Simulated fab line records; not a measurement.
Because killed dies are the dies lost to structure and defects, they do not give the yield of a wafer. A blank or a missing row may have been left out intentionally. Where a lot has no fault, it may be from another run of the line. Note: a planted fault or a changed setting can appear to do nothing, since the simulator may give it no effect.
A lot that was struck, set against a sound lot -- flow n5Finfet -- 24 out of 1938 route steps
Sound: the wafers L642.1, L642.2, L642.5. Wafers struck: L655.2, L655.4, L655.5. Last of all comes the cause.
Per side, at each step with rows, come the tool, then ch with its chambers, and then its first start. Under that, the readings that differ: sound wafers -- struck wafers -- difference of the means -- sigmas: that difference in standard deviations of wafers without a fault.
alike: same words and numbers on both sides, and readings whose means sit less than 2 such deviations apart. not compared: any withheld reading, any reading some wafer has no value for, any bound like >300 that may hide the same value, and any number with overlapping values for which the record gives no deviation.
Wherever a step has rows on one side only, a row that says differs or no value, or a row with sigmas, the two part there. Non-overlapping numbers with no deviation appear without sigmas and do not part them. A reading missing from all wafers of one side parts the sides only when that side holds two or more wafers.

first, 11 steps without rows for these wafers: N5_WELL_APT_RTA_34 (time 10 s); N5_WELL_APT_OXIDE_STRIP_42 (strips SiO2 in dHF, time 45 s, target depth 12 nm); N5_WELL_APT_PRECLEAN_36 (cleans in O3/DIW, time 45 s); N5_WELL_APT_PRECLEAN_39 (cleans in dHF, time 60 s); N5_WELL_APT_SRD_37 (time 30 s); N5_WELL_APT_EPI_41 (deposits Si from SiH4/H2, target thk 50 nm, time 297.7 s); N5_PMOS_HMC_CHANNEL_EPI_HM_DEP_34 (deposits SiO2 from TEOS/O2, target thk 36 nm, time 6.9 s); N5_PMOS_HMC_CHANNEL_EPI_COAT_31 (time 60 s, resist thk 66 nm); N5_PMOS_HMC_CHANNEL_EPI_COAT_03 (resist thk 205 nm); N5_PMOS_HMC_CHANNEL_EPI_EBR_05; N5_PMOS_HMC_CHANNEL_EPI_SOFTBAKE_04 (time 60 s).
N5_PMOS_HMC_CHANNEL_EPI_EXPOSE_06: exposes mask PMOS HMC BLK, target cd 240 nm.
  sound on arfiScanner-02 ch 0, day 2 00:28; struck on arfiScanner-02 ch 0, day 5 04:43
reading,sound,struck,difference,sigmas
exposureDoseMJCm2,40.93 40.98 40.97,39.20 39.20 39.21,-1.76,-46
  alike: mask
then, 2 steps without rows for these wafers: N5_PMOS_HMC_CHANNEL_EPI_PEB_07 (peb time 60 s); N5_PMOS_HMC_CHANNEL_EPI_DEVELOP_08 (develop time 30 s).
N5_PMOS_HMC_CHANNEL_EPI_DESCUM_14: chemistry O2, time 7.9 s.
  sound on rieDiel-06 ch 1,2,3, day 2 01:34; struck on rieDiel-06 ch 1,2, day 5 05:38
reading,sound,struck,difference,sigmas
model.PMOS_HMC_CHANNEL_EPI.cdNm (nm),235.5 236.5 237.1,232.2 231.9 231.7,-4.4,
  alike: drypumpMotorCurrentA, oesProductAu, rfVppV, showerheadPlenumPTorr, throttleValvePct
  not compared: rfHoursCounterH
then, 5 steps without rows for these wafers: N5_PMOS_HMC_CHANNEL_EPI_ETCH_32 (etches BARC in N2/H2, stops on SiO2, target depth 85.8 nm, time 50.3 s); N5_PMOS_HMC_CHANNEL_EPI_HM_OPEN_15 (chemistry CHF3/O2, target SiO2, target depth 40.6 nm, time 20.3 s); N5_PMOS_HMC_CHANNEL_EPI_STRIP_33 (strips in N2/H2); N5_PMOS_HMC_CHANNEL_EPI_STRIP_17 (strips in SPM, time 750 s); N5_PMOS_HMC_CHANNEL_EPI_ETCH_38 (etches SiO2 in CF4, target depth 1.5 nm).
N5_PMOS_HMC_CHANNEL_EPI_FIN_RECESS_16: chemistry HBr/Cl2, target Si, target depth 54 nm, time 18 s.
  sound on rieSi-03 ch 0,3, day 2 02:01; struck on rieSi-03 ch 0,1,3, day 5 06:05
reading,sound,struck,difference,sigmas
model.PMOS_HMC_CHANNEL_EPI.cdNm (nm),238.4 239.8 240.2,235 235.8 236.1,-4,
  alike: drypumpMotorCurrentA, oesProductAu, throttleValvePct
  not compared: rfHoursCounterH
then, 1 step without rows for these wafers: N5_PMOS_HMC_CHANNEL_EPI_PRECLEAN_36 (cleans in O3/DIW, time 45 s).
-- here the record skips 6 days between the struck wafers' starts before and after, leaving off in module PMOS_HMC_CHANNEL_EPI and picking up in module BEOL_M4 (first step shown: number 1111 of the route) --
N5_BEOL_M4_RC_MEAS_101:
  sound on prober-02 ch 0, day 8 07:54; struck on prober-02 ch 0, day 11 11:34
  alike: DIBL_N, DIBL_P, IOFF_N, IOFF_P, ION_N, ION_P, SS_N, SS_P, VT_N, VT_P
after that, 1 step had no rows for these wafers: N5_PASSIVATION_PROBE_49.

## WHERE THEY PART
Within this record, at N5_PMOS_HMC_CHANNEL_EPI_EXPOSE_06 only. Later steps at which nothing parts them and some readings are alike: N5_PMOS_HMC_CHANNEL_EPI_DESCUM_14, N5_PMOS_HMC_CHANNEL_EPI_FIN_RECESS_16, N5_BEOL_M4_RC_MEAS_101.

WHY: what had been put in by the simulator
Drift in process parameters on arfiScanner-02 at N5_PMOS_HMC_CHANNEL_EPI_EXPOSE_06, starting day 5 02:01. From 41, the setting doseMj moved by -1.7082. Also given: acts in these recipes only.
